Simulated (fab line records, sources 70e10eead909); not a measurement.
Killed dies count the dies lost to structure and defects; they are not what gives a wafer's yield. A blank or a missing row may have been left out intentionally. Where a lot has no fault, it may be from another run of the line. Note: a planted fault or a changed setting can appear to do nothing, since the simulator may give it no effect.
What tool caused it? + flow nand harc + at 1 step of a route of 1159, 6 lots with 18 wafers sampled

== WHAT THE GAUGES SHOWED, per wafer ==
NHARC_A_CONTACT_CD_MEAS_80.
| lot  | measured     | on        | cd nm (nm)        |
|------|--------------|-----------|-------------------|
| L765 | day 17 14:18 | cd sem-02 | 189.9 189.6 189.6 |
| L763 | day 17 20:10 | cd sem-01 | 190.6 190.3 189.9 |
| L775 | day 20 03:01 | cd sem-02 | 190.1 190.2 189.8 |
| L774 | day 20 09:50 | cd sem-02 | 189.5 189.1 189.3 |
| L780 | day 21 08:10 | cd sem-03 | 190.8 190.0 190.5 |
| L783 | day 22 10:46 | cd sem-01 | 190.4 189.9 189.9 |

== TOOL THAT RAN EACH LOT (tool first, then ch and the chambers of the sampled wafers, then the start) ==
Record: no process step prior to these readings.

== THE ANSWER, worked out from the rows above alone ==
Rule: what is usual is taken from the lots themselves. The widest of any qualifying gaps counts: lots, ordered by their means at a reading, are off when they make up no more than a third of the lots, leave a main group of 4 or more, and stand apart from it by 3 or more times the standard deviation of that group's means. Not used: any main group whose means are identical at the precision the tables above print for the reading. Also off: a lot with no number at a reading for which 4 or more lots have one. Any other lot the step has rows for is counted as sound.
No lot is off at any reading shown: from this, nothing can be told.

== WHAT THE SIMULATOR PUT IN ==
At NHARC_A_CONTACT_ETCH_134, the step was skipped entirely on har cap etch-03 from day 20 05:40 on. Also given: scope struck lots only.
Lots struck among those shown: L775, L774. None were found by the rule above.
